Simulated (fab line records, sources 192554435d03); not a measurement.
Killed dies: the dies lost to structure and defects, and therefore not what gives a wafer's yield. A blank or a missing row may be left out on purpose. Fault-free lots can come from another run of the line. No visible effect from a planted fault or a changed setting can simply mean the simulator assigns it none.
Chamber matching | flow n5Finfet | rieDiel-05 running N5_MOL_CONTACT_COAG_ETCH_15: 4 sister chambers
The step etches SiNx in CH3F/O2, stops on Si:P, target depth 7 nm. 4 wafers are shown with their chamber, then 7 later ones without.

WAFERS PAIRED WITH THEIR CHAMBERS
wafer  | chamber | drypumpMotorCurrentA (A)
L083.3 | 2       | 5.2
L083.6 | 1       | 5.1
L086.3 | 0       | 6.4
L086.4 | 3       | 5.6

WAFERS WITHOUT THEIR CHAMBER
wafer  | drypumpMotorCurrentA (A)
L086.6 | 6.4
L093.1 | 5.5
L093.5 | 6.4
L093.6 | 5.2
L096.1 | 6.4
L096.3 | 5.5
L096.5 | 5.5

EACH ONE'S CHAMBER
wafer  | from the rows above     | in truth
L086.6 | 0                       | 0
L093.1 | 3                       | 3
L093.5 | 0                       | 0
L093.6 | can't be placed: 2 or 1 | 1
L096.1 | 0                       | 0
L096.3 | 3                       | 3
L096.5 | 3                       | 3
Correct placement for 6 of the 7. From these rows, 1 cannot be placed; in 1 the true chamber is one of the candidates. Placed wrongly: 0.
How it was worked out, from the rows above alone: a wafer's distance from a chamber is the root of the sum, over the readings, of the square of ((its reading less the chamber's mean) divided by the reading's scatter). The wafer belongs to the nearest chamber; if the next one is less than 2 further off, it can't be placed. The mean given for a chamber averages the wafers shown for that chamber. The scatter (one wafer shown for each chamber): square how far every hidden wafer sits from the nearest shown wafer, average those squares and take the square root.
